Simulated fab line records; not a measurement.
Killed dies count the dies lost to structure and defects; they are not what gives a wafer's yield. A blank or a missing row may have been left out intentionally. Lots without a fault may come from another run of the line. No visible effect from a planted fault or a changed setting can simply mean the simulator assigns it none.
fab line records ; flow n5-finfet ; part 1 of 2: steps 1 to 16 of 26
record lots=5; wafers=15; last-day=18
route steps=1938 shown BEOL_M3@964
lots that met no fault: taken from a fault-free run of the same line
start-h: start of the lot's first displayed wafer, in hours after the record's first day ; wait-h: hours from the lot's prior step to this one ; " identical to the entry in the row above ; L1.1+2: a single row standing in for several wafers ; - no value present, or no start provided ; * or withheld: withheld ; < > ~ a bound
route shown NAME@n: NAME is a module with steps in the file, n the number in the route of the first one ; usual: mean/standard deviation taken from wafers without a fault ; same: alike in all rows ; chamber/n: place in a boat ; sites: per-site readings ; _std_site: the values' standard deviation ; _edge_site: the outer-site mean with the inner-site mean subtracted ; radius-mm: how far each site lies from the wafer's centre ; mask NAME#n: copy n ; behind: the last tool/chamber to shape the wafer ; hold: what put the lot on hold/how long, in hours/how the hold closed ; device: transistor that didn't switch, given as n, p or np ; end of line: the tests these same wafers got at the end of their route ; step lacking rows: just its recipe ; killed: not the wafer's yield, but the dies lost to structure and defects at the first sort ; map: shows each die of a wafer: x if killed, . if not, _ if none is there
set.NAME: the setting the step ran with; set.NAME@STEP: the setting that earlier step ran with ; model.NAME: the simulator's own value behind a step, which no gauge read
lots at selected steps of the route; one table per step, one row per wafer
services: when a tool's chamber went out of use (start-h, in hours from the record's first day, below 0 if earlier), for how many hours, and the reason
## steps
# step N5_BEOL_M3_PEB_26
# recipe peb-temp-c=100; peb-time-s=60; resist=CAR-EUV
# usual heater-power-total-W=153.9/1.1
lot.wafer;tool;chamber;start-h;wait-h;heater-power-total-W
L083.2;litho-track-03;0;207.39;0.1;152.4
L083.3;litho-track-03;0;207.39;0.1;153.6
L083.5;litho-track-03;0;207.39;0.1;153.8
L084.1;litho-track-01;0;230.07;0.1;152.9
L084.4;litho-track-01;0;230.07;0.1;154.2
L084.6;litho-track-01;0;230.07;0.1;153.8
L089.1;litho-track-05;0;242.74;0.1;155.3
L089.2;litho-track-05;0;242.74;0.1;155.3
L089.5;litho-track-05;0;242.74;0.1;153.7
L093.1;litho-track-05;0;277.07;0.1;152.5
L093.5;litho-track-05;0;277.07;0.1;153.2
L093.6;litho-track-05;0;277.07;0.1;154.9
L094.1;litho-track-01;0;283.88;0.1;153.4
L094.3;litho-track-01;0;283.88;0.1;152.9
L094.6;litho-track-01;0;283.88;0.1;155.0
# step N5_BEOL_M3_DEVELOP_27
# recipe develop-time-s=30; developer=TMAH; resist=CAR-EUV; rinse-liquid=surfactant-rinse; dry=air-spin; dev-temp-c=23
lot.wafer;tool;chamber;start-h;wait-h
L083.2+3+5;litho-track-03;0;-;-
L084.1+4+6;litho-track-01;0;-;-
L089.1+2+5;litho-track-05;0;-;-
L093.1+5+6;litho-track-05;0;-;-
L094.1+3+6;litho-track-01;0;-;-
# step N5_BEOL_M3_CD_MEAS_28
# recipe target-cd-nm=25.7; landing-energy-ev=500; detector=se-inlens; target-cd-y-nm=23.3; polarity=opening
# usual cd-nm=25.69/0.23
lot.wafer;tool;chamber;start-h;wait-h;cd-nm
L083.2;cd-sem-01;0;207.46;-;25.25
L083.3;cd-sem-01;0;207.46;-;25.38
L083.5;cd-sem-01;0;207.46;-;25.58
L084.1;cd-sem-01;0;230.13;-;25.73
L084.4;cd-sem-01;0;230.13;-;25.19
L084.6;cd-sem-01;0;230.13;-;25.86
L089.1;cd-sem-02;0;242.81;-;26.01
L089.2;cd-sem-02;0;242.81;-;25.67
L089.5;cd-sem-02;0;242.81;-;26.07
L093.1;cd-sem-03;0;277.13;-;25.84
L093.5;cd-sem-03;0;277.13;-;25.87
L093.6;cd-sem-03;0;277.13;-;25.67
L094.1;cd-sem-01;0;283.95;-;25.87
L094.3;cd-sem-01;0;283.95;-;25.88
L094.6;cd-sem-01;0;283.95;-;25.69
# step N5_BEOL_M3_OVL_MEAS_29
# recipe points-per-wafer=522
# usual V2_OVL=-0.4/0.72
lot.wafer;tool;chamber;start-h;wait-h;V2_OVL[nm]
L083.2;overlay-01;0;207.49;0.0;0.0
L083.3;overlay-01;0;207.49;0.0;0.9
L083.5;overlay-01;0;207.49;0.0;-0.5
L084.1;overlay-01;0;230.16;0.0;-0.1
L084.4;overlay-01;0;230.16;0.0;-0.8
L084.6;overlay-01;0;230.16;0.0;-1.6
L089.1;overlay-02;0;242.84;0.0;-0.2
L089.2;overlay-02;0;242.84;0.0;-1.5
L089.5;overlay-02;0;242.84;0.0;-0.4
L093.1;overlay-02;0;277.16;0.0;-0.1
L093.5;overlay-02;0;277.16;0.0;0.1
L093.6;overlay-02;0;277.16;0.0;0.3
L094.1;overlay-01;0;283.98;0.0;-1.3
L094.3;overlay-01;0;283.98;0.0;-0.5
L094.6;overlay-01;0;283.98;0.0;-0.9
# step N5_BEOL_M3_INSPECT_30
# recipe mode=adi; inspect-instrument=brightfield
# usual raw-defect-count=401/93
lot.wafer;tool;chamber;start-h;wait-h;raw-defect-count
L083.2;defect-inspect-02;-;207.55;0.0;439
L083.3;defect-inspect-02;-;207.55;0.0;450
L083.5;defect-inspect-02;-;207.55;0.0;612
L084.1;defect-inspect-01;-;230.22;0.1;421
L084.4;defect-inspect-01;-;230.22;0.1;430
L084.6;defect-inspect-01;-;230.22;0.1;338
L089.1;defect-inspect-01;-;242.90;0.1;271
L089.2;defect-inspect-01;-;242.90;0.1;290
L089.5;defect-inspect-01;-;242.90;0.1;214
L093.1;defect-inspect-01;-;277.22;0.1;360
L093.5;defect-inspect-01;-;277.22;0.1;298
L093.6;defect-inspect-01;-;277.22;0.1;333
L094.1;defect-inspect-02;-;284.03;0.1;544
L094.3;defect-inspect-02;-;284.03;0.1;738
L094.6;defect-inspect-02;-;284.03;0.1;438
# step N5_BEOL_M3_DESCUM_33
# recipe chemistry=O2; time-s=7; source-power-w=50; bias-power-w=20; pressure-mtorr=20; rf-frequency-hz=2.712e+07; temp-c=40; resist=CAR-EUV; o2-flow-sccm=225
# usual drypump-motor-current-A=5.7/0.51; oes-product-au=0.78/0.066; rf-vpp-V=243.2/1.3; showerhead-plenum-p-Torr=2.10/0.069; throttle-valve-pct=20.33/0.18
lot.wafer;tool;chamber;start-h;wait-h;drypump-motor-current-A;oes-product-au;rf-hours-counter-h;rf-vpp-V;showerhead-plenum-p-Torr;throttle-valve-pct
L083.2;rie-diel-06;3;207.58;0.0;5.9;0.79;109;241.7;2.03;20.62
L083.3;rie-diel-06;0;207.58;0.0;6.2;0.70;231;244.3;2.07;20.25
L083.5;rie-diel-06;3;207.58;0.0;5.8;0.79;-;241.6;2.03;20.62
L084.1;rie-diel-06;0;230.26;0.0;6.2;0.69;238;241.9;2.06;20.26
L084.4;rie-diel-06;1;230.26;0.0;5.2;0.81;104;241.8;2.03;20.42
L084.6;rie-diel-06;3;230.26;0.0;5.8;0.80;-;242.6;2.03;20.62
L089.1;rie-diel-06;1;242.93;0.0;5.2;0.80;109;240.5;2.03;20.43
L089.2;rie-diel-06;3;242.93;0.0;5.8;0.78;121;243.1;2.02;20.63
L089.5;rie-diel-06;0;242.93;0.0;6.2;0.68;-;242.8;2.06;20.26
L093.1;rie-diel-05;0;277.26;0.0;5.0;0.74;187;244.8;2.17;20.27
L093.5;rie-diel-05;0;277.26;0.0;5.0;0.74;-;246.5;2.17;20.27
L093.6;rie-diel-05;1;277.26;0.0;6.0;0.73;-;241.9;2.08;20.21
L094.1;rie-diel-05;3;284.07;0.0;5.8;0.73;175;245.8;2.19;20.21
L094.3;rie-diel-05;0;284.07;0.0;5.1;0.74;188;243.9;2.17;20.29
L094.6;rie-diel-05;3;284.07;0.0;5.8;0.73;-;245.0;2.19;20.22
# step N5_BEOL_M3_ETCH_77
# recipe chemistry=N2/H2; target=underlayer; target-depth-a=65; mask-material=CAR-EUV; time-s=5.2; ion-energy-ev=200; pressure-mtorr=30; source-w=840; bias-w=150; n2-flow-sccm=200; h2-flow-sccm=200; ends=cleared
# usual drypump-motor-current-A=5.7/0.51; etch-rf-on-time-s=5.23/0.072; oes-product-au=0.66/0.055; rf-vpp-V=523.9/2.4; showerhead-plenum-p-Torr=2.54/0.083; throttle-valve-pct=17.72/0.18
lot.wafer;tool;chamber;start-h;wait-h;drypump-motor-current-A;etch-rf-on-time-s;oes-product-au;rf-hours-counter-h;rf-vpp-V;showerhead-plenum-p-Torr;throttle-valve-pct
L083.2;rie-diel-06;3;207.61;0.0;5.9;5.20;0.67;109;522.8;2.45;17.95
L083.3;rie-diel-06;0;207.61;0.0;6.2;5.19;0.60;231;521.5;2.52;17.83
L083.5;rie-diel-06;3;207.61;0.0;5.8;5.27;0.67;-;521.5;2.46;17.93
L084.1;rie-diel-06;0;230.29;0.0;6.2;5.20;0.59;238;522.2;2.52;17.83
L084.4;rie-diel-06;1;230.29;0.0;5.2;5.21;0.67;104;521.9;2.46;17.78
L084.6;rie-diel-06;3;230.29;0.0;5.8;5.29;0.67;-;523.0;2.45;17.96
L089.1;rie-diel-06;1;242.97;0.0;5.2;5.20;0.68;109;522.6;2.46;17.76
L089.2;rie-diel-06;3;242.97;0.0;5.8;5.26;0.67;121;520.9;2.45;18.00
L089.5;rie-diel-06;0;242.97;0.0;6.2;5.19;0.59;-;524.6;2.52;17.84
L093.1;rie-diel-05;0;277.29;0.0;5.0;5.24;0.63;187;528.1;2.64;17.69
L093.5;rie-diel-05;0;277.29;0.0;5.0;5.20;0.63;-;526.3;2.64;17.71
L093.6;rie-diel-05;1;277.29;0.0;6.0;5.09;0.63;-;523.4;2.52;17.49
L094.1;rie-diel-05;3;284.10;0.0;5.8;5.31;0.62;175;525.2;2.64;17.57
L094.3;rie-diel-05;0;284.10;0.0;5.0;5.27;0.63;188;527.6;2.64;17.73
L094.6;rie-diel-05;3;284.10;0.0;5.8;5.31;0.62;-;525.4;2.64;17.56
# step N5_BEOL_M3_ETCH_69
# recipe chemistry=CF4; target=SiARC; target-depth-a=156; mask-material=CAR-EUV; time-s=26; ion-energy-ev=80; pressure-mtorr=40; source-w=545; bias-w=36; Ar_flow_sccm=100; cf4-flow-sccm=100; ends=cleared
# usual drypump-motor-current-A=5.7/0.51; etch-rf-on-time-s=26.1/0.35; mfc-ar-sccm=100.0/0.3; oes-product-au=0.67/0.055; rf-vpp-V=183.9/1.1; showerhead-plenum-p-Torr=2.14/0.065; throttle-valve-pct=15.50/0.15
lot.wafer;tool;chamber;start-h;wait-h;drypump-motor-current-A;etch-rf-on-time-s;mfc-ar-sccm;oes-product-au;rf-hours-counter-h;rf-vpp-V;showerhead-plenum-p-Torr;throttle-valve-pct
L083.2;rie-diel-06;3;207.63;0.0;5.8;26.2;99.7;0.68;109;183.9;2.07;15.69
L083.3;rie-diel-06;0;207.63;0.0;6.2;25.9;99.7;0.60;231;182.0;2.11;15.55
L083.5;rie-diel-06;3;207.63;0.0;5.8;26.1;99.8;0.68;-;182.7;2.07;15.72
L084.1;rie-diel-06;0;230.31;0.0;6.2;26.3;100.1;0.59;238;185.1;2.11;15.54
L084.4;rie-diel-06;1;230.31;0.0;5.2;26.2;99.9;0.68;104;183.6;2.07;15.52
L084.6;rie-diel-06;3;230.31;0.0;5.8;26.4;99.8;0.66;-;183.6;2.07;15.74
L089.1;rie-diel-06;1;242.99;0.0;5.2;26.6;100.3;0.67;109;184.0;2.07;15.54
L089.2;rie-diel-06;3;242.99;0.0;5.8;26.6;100.3;0.66;121;182.4;2.07;15.74
L089.5;rie-diel-06;0;242.99;0.0;6.2;26.4;99.7;0.58;-;183.0;2.11;15.53
L093.1;rie-diel-05;0;277.31;0.0;5.0;26.3;100.3;0.64;187;184.5;2.22;15.55
L093.5;rie-diel-05;0;277.31;0.0;5.0;26.5;100.0;0.63;-;184.6;2.22;15.55
L093.6;rie-diel-05;1;277.31;0.0;6.0;25.9;100.1;0.63;-;182.9;2.13;15.44
L094.1;rie-diel-05;3;284.12;0.0;5.8;26.3;99.9;0.63;175;185.2;2.22;15.39
L094.3;rie-diel-05;0;284.12;0.0;5.1;26.6;99.9;0.63;188;185.4;2.21;15.56
L094.6;rie-diel-05;3;284.12;0.0;5.8;26.6;99.6;0.62;-;184.4;2.22;15.38
# step N5_BEOL_M3_ALD_98
# recipe material=SiO2; target-thk-a=25; temp-c=100; ald-precursor-family=BDEAS; ald-co-reactant=O2-plasma; pulse-time-s=1; co-reactant-pulse-time-s=1; purge-time-s=2; co-reactant-purge-time-s=2; ald-cycles=17; pressure-torr=2
# usual heater-power-w=78/8.7; precursor-pulse-height-rel=1.000/0.02
lot.wafer;tool;chamber;start-h;wait-h;heater-power-w;precursor-pulse-height-rel
L083.2;ald-sin-01;1;207.71;0.1;70;1.004
L083.3;ald-sin-01;3;207.71;0.1;89;0.998
L083.5;ald-sin-01;0;207.71;0.1;77;1.008
L084.1;ald-sin-04;2;230.39;0.1;81;1.002
L084.4;ald-sin-04;1;230.39;0.1;84;1.023
L084.6;ald-sin-04;3;230.39;0.1;87;1.014
L089.1;ald-sin-02;1;243.18;0.2;71;1.031
L089.2;ald-sin-02;0;243.18;0.2;65;1.001
L089.5;ald-sin-02;2;243.18;0.2;74;0.965
L093.1;ald-sin-04;2;277.58;0.2;80;1.028
L093.5;ald-sin-04;1;277.58;0.2;85;0.985
L093.6;ald-sin-04;2;277.58;0.2;81;1.006
L094.1;ald-sin-02;1;284.20;0.1;71;0.981
L094.3;ald-sin-02;2;284.20;0.1;74;0.942
L094.6;ald-sin-02;3;284.20;0.1;74;1.027
# step N5_BEOL_M3_ETCHBACK_99
# recipe chemistry=CHF3; target=SiO2; target-depth-a=50; time-s=10.4; source-w=215; bias-w=47; Ar_flow_sccm=200; CHF3_flow_sccm=12; ion-energy-ev=100; pressure-mtorr=30
# usual drypump-motor-current-A=5.7/0.53; mfc-ar-sccm=200.0/0.6; oes_ar_750_au=0.79/0.055; oes-product-au=0.80/0.06; rf-vpp-V=241.9/2.7; showerhead-plenum-p-Torr=2.16/0.072; throttle-valve-pct=16.94/0.17
lot.wafer;tool;chamber;start-h;wait-h;drypump-motor-current-A;mfc-ar-sccm;oes_ar_750_au;oes-product-au;rf-hours-counter-h;rf-vpp-V;showerhead-plenum-p-Torr;throttle-valve-pct
L083.2;rie-diel-02;3;221.91;14.1;4.7;199.7;0.81;0.82;74;242.8;2.08;16.74
L083.3;rie-diel-02;2;221.91;14.1;6.1;200.5;0.79;0.81;78;246.5;2.18;17.13
L083.5;rie-diel-02;2;221.91;14.1;6.1;199.5;0.79;0.81;-;246.3;2.18;17.13
L084.1;rie-diel-02;3;245.81;15.4;4.7;200.6;0.80;0.82;81;242.0;2.08;16.76
L084.4;rie-diel-02;2;245.81;15.4;6.1;199.5;0.79;0.81;85;246.4;2.18;17.13
L084.6;rie-diel-02;1;245.81;15.4;6.4;200.8;0.84;0.85;-;242.8;2.29;17.00
L089.1;rie-diel-05;2;255.59;12.4;5.3;199.5;0.87;0.89;51;241.1;2.10;16.89
L089.2;rie-diel-05;3;255.59;12.4;5.8;200.1;0.73;0.74;168;242.6;2.23;16.79
L089.5;rie-diel-05;0;255.59;12.4;5.0;199.9;0.75;0.75;-;241.5;2.23;16.96
L093.1;rie-diel-02;2;284.92;7.3;6.1;200.0;0.78;0.79;97;245.9;2.18;17.18
L093.5;rie-diel-02;0;284.92;7.3;5.8;201.0;0.78;0.78;-;241.8;2.17;16.79
L093.6;rie-diel-02;3;284.92;7.3;4.7;200.3;0.79;0.80;-;244.6;2.07;16.76
L094.1;rie-diel-05;0;289.95;5.7;5.0;200.2;0.74;0.73;189;244.1;2.23;16.97
L094.3;rie-diel-05;2;289.95;5.7;5.3;200.6;0.87;0.86;58;241.9;2.10;16.90
L094.6;rie-diel-05;0;289.95;5.7;5.0;199.5;0.74;0.72;-;242.8;2.23;16.98
# step N5_BEOL_M3_ETCH_70
# recipe chemistry=N2/H2; target=SOC; target-depth-a=800; overetch-a=160; mask-material=SiARC; temp-c=40; time-s=120; ion-energy-ev=200; pressure-mtorr=30; source-w=840; bias-w=150; n2-flow-sccm=200; h2-flow-sccm=200
# usual drypump-motor-current-A=5.7/0.53; oes-product-au=0.61/0.043; rf-vpp-V=524.1/2.6; showerhead-plenum-p-Torr=2.55/0.083; throttle-valve-pct=17.66/0.18
lot.wafer;tool;chamber;start-h;wait-h;drypump-motor-current-A;oes-product-au;rf-hours-counter-h;rf-vpp-V;showerhead-plenum-p-Torr;throttle-valve-pct
L083.2;rie-diel-02;3;221.94;0.0;4.7;0.63;74;521.9;2.47;17.52
L083.3;rie-diel-02;2;221.94;0.0;6.1;0.61;78;526.1;2.57;17.82
L083.5;rie-diel-02;2;221.94;0.0;6.1;0.61;-;525.2;2.57;17.83
L084.1;rie-diel-02;3;245.85;0.0;4.7;0.61;81;520.3;2.47;17.54
L084.4;rie-diel-02;2;245.85;0.0;6.1;0.61;85;525.2;2.57;17.82
L084.6;rie-diel-02;1;245.85;0.0;6.4;0.64;-;529.5;2.69;17.77
L089.1;rie-diel-05;2;255.62;0.0;5.3;0.67;51;522.5;2.48;17.67
L089.2;rie-diel-05;3;255.62;0.0;5.8;0.56;168;526.8;2.65;17.51
L089.5;rie-diel-05;0;255.62;0.0;5.0;0.58;-;526.7;2.65;17.66
L093.1;rie-diel-02;2;284.96;0.0;6.1;0.59;97;525.6;2.56;17.84
L093.5;rie-diel-02;0;284.96;0.0;5.8;0.60;-;525.7;2.55;17.39
L093.6;rie-diel-02;3;284.96;0.0;4.7;0.60;-;520.8;2.46;17.56
L094.1;rie-diel-05;0;289.99;0.0;5.1;0.57;189;526.8;2.64;17.66
L094.3;rie-diel-05;2;289.99;0.0;5.3;0.67;58;522.9;2.48;17.68
L094.6;rie-diel-05;0;289.99;0.0;5.0;0.57;-;525.3;2.64;17.67
# step N5_BEOL_M3_STRIP_71
# recipe chemistry=N2/H2; temp-c=40; n2-flow-sccm=200; h2-flow-sccm=200; rf-frequency-hz=6e+07
lot.wafer;tool;chamber;start-h;wait-h
L083.2+3+5;rie-diel-02;3,2,2;222.02;0.0
L084.1+4+6;rie-diel-02;3,2,1;245.93;0.0
L089.1+2+5;rie-diel-05;2,3,0;255.71;0.0
L093.1+5+6;rie-diel-02;2,0,3;285.04;0.0
L094.1+3+6;rie-diel-05;0,2,0;290.07;0.0
# step N5_BEOL_M3_STRIP_78
# recipe chemistry=N2/H2; temp-c=40; n2-flow-sccm=200; h2-flow-sccm=200; rf-frequency-hz=6e+07
lot.wafer;tool;chamber;start-h;wait-h
L083.2+3+5;rie-diel-02;3,2,2;222.03;0.0
L084.1+4+6;rie-diel-02;3,2,1;245.94;0.0
L089.1+2+5;rie-diel-05;2,3,0;255.72;0.0
L093.1+5+6;rie-diel-02;2,0,3;285.05;0.0
L094.1+3+6;rie-diel-05;0,2,0;290.08;0.0
# step N5_BEOL_M3_VIA_ETCH_34
# recipe chemistry=C4F6/O2; target-depth-a=694; mask-material=SOC; pressure-mtorr=15; ion-energy-ev=250; taper-deg=4; time-s=65.9; source-w=350; bias-w=170; Ar_flow_sccm=300; C4F6_flow_sccm=10; O2_flow_sccm=10
# usual drypump-motor-current-A=5.7/0.53; mfc-ar-sccm=300.0/0.87; oes_ar_750_au=0.79/0.055; oes-product-au=0.80/0.06; rf-vpp-V=669/7; showerhead-plenum-p-Torr=2.85/0.092; throttle-valve-pct=30.60/0.25
lot.wafer;tool;chamber;start-h;wait-h;drypump-motor-current-A;mfc-ar-sccm;oes_ar_750_au;oes-product-au;rf-hours-counter-h;rf-vpp-V;showerhead-plenum-p-Torr;throttle-valve-pct
L083.2;rie-diel-02;3;222.04;0.0;4.7;299.7;0.81;0.83;74;669;2.75;30.28
L083.3;rie-diel-02;2;222.04;0.0;6.1;299.5;0.80;0.82;78;682;2.88;30.88
L083.5;rie-diel-02;2;222.04;0.0;6.1;298.5;0.80;0.81;-;683;2.88;30.87
L084.1;rie-diel-02;3;245.95;0.0;4.7;301.4;0.80;0.81;81;670;2.75;30.31
L084.4;rie-diel-02;2;245.95;0.0;6.1;300.1;0.78;0.82;85;681;2.88;30.90
L084.6;rie-diel-02;1;245.95;0.0;6.4;301.3;0.85;0.86;-;668;3.02;30.89
L089.1;rie-diel-05;2;255.73;0.0;5.3;299.4;0.87;0.88;51;668;2.78;30.70
L089.2;rie-diel-05;3;255.73;0.0;5.8;300.8;0.74;0.74;168;669;2.94;30.23
L089.5;rie-diel-05;0;255.73;0.0;5.0;298.8;0.75;0.74;-;671;2.94;30.45
L093.1;rie-diel-02;2;285.06;0.0;6.1;301.2;0.78;0.79;97;681;2.87;30.89
L093.5;rie-diel-02;0;285.06;0.0;5.8;300.5;0.78;0.79;-;671;2.87;30.41
L093.6;rie-diel-02;3;285.06;0.0;4.7;299.6;0.79;0.80;-;670;2.74;30.30
L094.1;rie-diel-05;0;290.09;0.0;5.0;298.3;0.74;0.74;189;669;2.94;30.45
L094.3;rie-diel-05;2;290.09;0.0;5.3;299.0;0.86;0.87;58;668;2.77;30.72
L094.6;rie-diel-05;0;290.09;0.0;5.0;299.0;0.74;0.74;-;670;2.94;30.46
# step N5_BEOL_M3_STRIP_83
# recipe chemistry=C4F6/O2; resist=SiARC; rf-frequency-hz=6e+07
lot.wafer;tool;chamber;start-h;wait-h
L083.2+3+5;rie-diel-02;3,2,2;222.09;0.0
L084.1+4+6;rie-diel-02;3,2,1;246.00;0.0
L089.1+2+5;rie-diel-05;2,3,0;255.78;0.0
L093.1+5+6;rie-diel-02;2,0,3;285.11;0.0
L094.1+3+6;rie-diel-05;0,2,0;290.14;0.0
# step N5_BEOL_M3_STRIP_36
# recipe chemistry=N2/H2; power-w=450; temp-c=40; pressure-mtorr=20; rf-frequency-hz=6e+07; overash-fraction=0.3; bias-power-w=7; h2-frac=0.5; n2-flow-sccm=200; h2-flow-sccm=200
# usual drypump-motor-current-A=5.7/0.53; oes-product-au=0.80/0.06; rf-vpp-V=59.1/1.4; showerhead-plenum-p-Torr=2.55/0.083; throttle-valve-pct=23.46/0.25
lot.wafer;tool;chamber;start-h;wait-h;drypump-motor-current-A;oes-product-au;rf-hours-counter-h;rf-vpp-V;showerhead-plenum-p-Torr;throttle-valve-pct
L083.2;rie-diel-02;3;222.10;0.0;4.7;0.82;74;60.7;2.47;23.32
L083.3;rie-diel-02;2;222.10;0.0;6.2;0.81;78;58.2;2.57;23.66
L083.5;rie-diel-02;2;222.10;0.0;6.1;0.81;-;58.8;2.57;23.65
L084.1;rie-diel-02;3;246.01;0.0;4.7;0.81;81;59.5;2.46;23.32
L084.4;rie-diel-02;2;246.01;0.0;6.1;0.80;85;59.9;2.57;23.66
L084.6;rie-diel-02;1;246.01;0.0;6.4;0.87;-;59.1;2.69;23.73
L089.1;rie-diel-05;2;255.79;0.0;5.3;0.88;51;57.8;2.48;23.59
L089.2;rie-diel-05;3;255.79;0.0;5.8;0.74;168;57.7;2.64;23.25
L089.5;rie-diel-05;0;255.79;0.0;5.0;0.74;-;58.0;2.64;23.32
L093.1;rie-diel-02;2;285.12;0.0;6.1;0.79;97;59.7;2.56;23.69
L093.5;rie-diel-02;0;285.12;0.0;5.8;0.78;-;59.5;2.55;23.09
L093.6;rie-diel-02;3;285.12;0.0;4.7;0.79;-;59.1;2.46;23.32
L094.1;rie-diel-05;0;290.15;0.0;5.0;0.74;189;58.9;2.64;23.30
L094.3;rie-diel-05;2;290.15;0.0;5.3;0.85;58;58.9;2.47;23.61
L094.6;rie-diel-05;0;290.15;0.0;5.0;0.74;-;57.9;2.64;23.33
